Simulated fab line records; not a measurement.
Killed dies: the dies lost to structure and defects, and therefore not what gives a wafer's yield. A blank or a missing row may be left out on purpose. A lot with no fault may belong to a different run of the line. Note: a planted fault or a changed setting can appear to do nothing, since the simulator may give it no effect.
A struck lot beside a sound one + flow n5_finfet + 15 steps out of a route of 1938
Sound: the wafers L444.1, L444.2, L444.6. Struck: wafer L447.5 (left out: L447.2, L447.4 of the same lot, which were not struck); the cause appears at the end.
Order at every step that has rows: each side's tool, ch and its chambers, its first start. Under that, the readings that differ: sound wafers + struck wafers + difference of the means + sigmas: that difference in standard deviations of wafers without a fault.
alike: readings whose means differ by less than 2 such deviations, and words and numbers that are the same on both sides. not compared: withheld readings, readings that some wafer has no value for, bounds like >300 that may hide the same value, and numbers for which the record gives no deviation and whose values overlap.
A row with sigmas, a row that says differs or no value, or rows on one side alone: a step with any of these is where the two part. When numbers do not overlap yet have no deviation, they are printed without sigmas and do not part them. A reading missing from all wafers of one side parts the sides only when that side holds two or more wafers.

N5_BEOL_M6_OVL_MEAS_29:
  sound on overlay-01 ch 0, day 10 04:18; struck on overlay-02 ch 0, day 10 16:11
  alike: V5_OVL
N5_BEOL_M6_INSPECT_30: inspects for defects (brightfield).
  sound on defect_inspect-01, day 10 04:22; struck on defect_inspect-02, day 10 16:14
| reading          | sound       | struck | difference | sigmas |
|------------------|-------------|--------|------------|--------|
| raw_defect_count | 405 440 427 | 629    | +205       | +2     |
then, 1 step without rows for these wafers: N5_BEOL_M6_DESCUM_33 (chemistry O2, time 7 s).
N5_BEOL_M6_ETCH_72: etches underlayer in N2/H2, target depth 6.5 nm, time 5.2 s.
  sound on rie_diel-01 ch 0,1, day 10 04:25; struck on rie_diel-01 ch 0, day 10 16:19
  alike: drypump_motor_current_A, etch_rf_on_time_s, oes_product_au, rf_vpp_V, showerhead_plenum_p_Torr, throttle_valve_pct
  not compared: rf_hours_counter_h
N5_BEOL_M6_ETCH_65: etches SiARC in CF4, target depth 15.6 nm, time 26 s.
  sound on rie_diel-01 ch 0,1, day 10 04:26; struck on rie_diel-01 ch 0, day 10 16:20
| reading              | sound                | struck | difference | sigmas |
|----------------------|----------------------|--------|------------|--------|
| cf4_flow_sccm (sccm) | 100.51 100.51 100.23 | 99.39  | -1.03      | -4     |
  alike: drypump_motor_current_A, etch_rf_on_time_s, mfc_ar_sccm, oes_product_au, rf_vpp_V, showerhead_plenum_p_Torr, throttle_valve_pct
  not compared: rf_hours_counter_h
N5_BEOL_M6_ETCH_66: etches SOC in N2/H2, target depth 80 nm, overetch 16 nm, time 120 s.
  sound on rie_diel-01 ch 0,1, day 10 04:28; struck on rie_diel-01 ch 0, day 10 16:22
  alike: drypump_motor_current_A, oes_product_au, rf_vpp_V, showerhead_plenum_p_Torr, throttle_valve_pct
  not compared: rf_hours_counter_h
then, 2 steps without rows for these wafers: N5_BEOL_M6_STRIP_69 (strips in N2/H2); N5_BEOL_M6_STRIP_73 (strips in N2/H2).
N5_BEOL_M6_VIA_ETCH_34: etches SiCOH lowk in C4F6/O2, target depth 126.3 nm, time 50.9 s.
  sound on rie_diel-01 ch 0,1, day 10 04:34; struck on rie_diel-01 ch 0, day 10 16:28
  alike: drypump_motor_current_A, mfc_ar_sccm, oes_product_au, rf_vpp_V, showerhead_plenum_p_Torr, throttle_valve_pct
  not compared: rf_hours_counter_h
then, 3 steps without rows for these wafers: N5_BEOL_M6_STRIP_76 (strips in C4F6/O2); N5_BEOL_M6_STRIP_36 (strips in N2/H2); N5_BEOL_M6_TRENCH_ETCH_37 (etches SiCOH lowk in C4F6/O2, target depth 94.435 nm, time 31.5 s).
N5_BEOL_M6_ETCH_41: etches SiCN in CH3F/O2, target depth 29.7 nm, time 52 s.
  sound on rie_diel-01 ch 0,1, day 10 04:41; struck on rie_diel-01 ch 0, day 10 16:35
| reading                  | sound            | struck | difference | sigmas |
|--------------------------|------------------|--------|------------|--------|
| oes_product_au (a.u.)    | 0.92 0.67 0.68   | 0.47   | -0.29      | -3     |
| model.etch.depth_nm (nm) | 19.51 19.8 19.85 | 10.12  | -9.60      |        |
  alike: drypump_motor_current_A, mfc_ar_sccm, rf_vpp_V, showerhead_plenum_p_Torr, throttle_valve_pct
  not compared: rf_hours_counter_h
N5_BEOL_M6_STRIP_80: strips in N2/H2, time 10 s.
  sound: rie_diel-01 ch 0,1; struck: rie_diel-01 ch 0
| reading      | sound          | struck | difference | sigmas |
|--------------|----------------|--------|------------|--------|
| rf_vpp_V (V) | 58.7 58.6 60.2 | 57.3   | -1.9       | -2     |
  alike: drypump_motor_current_A, oes_product_au, showerhead_plenum_p_Torr, throttle_valve_pct
  not compared: rf_hours_counter_h
-- record jumps: 4 days separate the struck wafers' starts on either side; left off in module BEOL_M6, taken up again in module PASSIVATION, whose first shown step is the route's number 1936 --
N5_PASSIVATION_PROBE_49:
  sound on prober-01, day 14 03:05; struck on prober-02, day 14 21:01
  alike: defect_limited_yield, killed_at_M0_to_M3, killed_at_M4_up, killed_at_contacts, killed_at_front_end, killed_at_other, killed_dies, killed_open, killed_short, sort_bin_5_function, sort_bin_6_memory, sort_bin_8_speed, sort_n_pass, sort_yield_pct

## WHERE THEY PART
Earliest at N5_BEOL_M6_INSPECT_30; latest, in this record, at N5_BEOL_M6_STRIP_80. Later steps at which nothing parts them and some readings are alike: N5_PASSIVATION_PROBE_49.

WHY: what the simulator had put in
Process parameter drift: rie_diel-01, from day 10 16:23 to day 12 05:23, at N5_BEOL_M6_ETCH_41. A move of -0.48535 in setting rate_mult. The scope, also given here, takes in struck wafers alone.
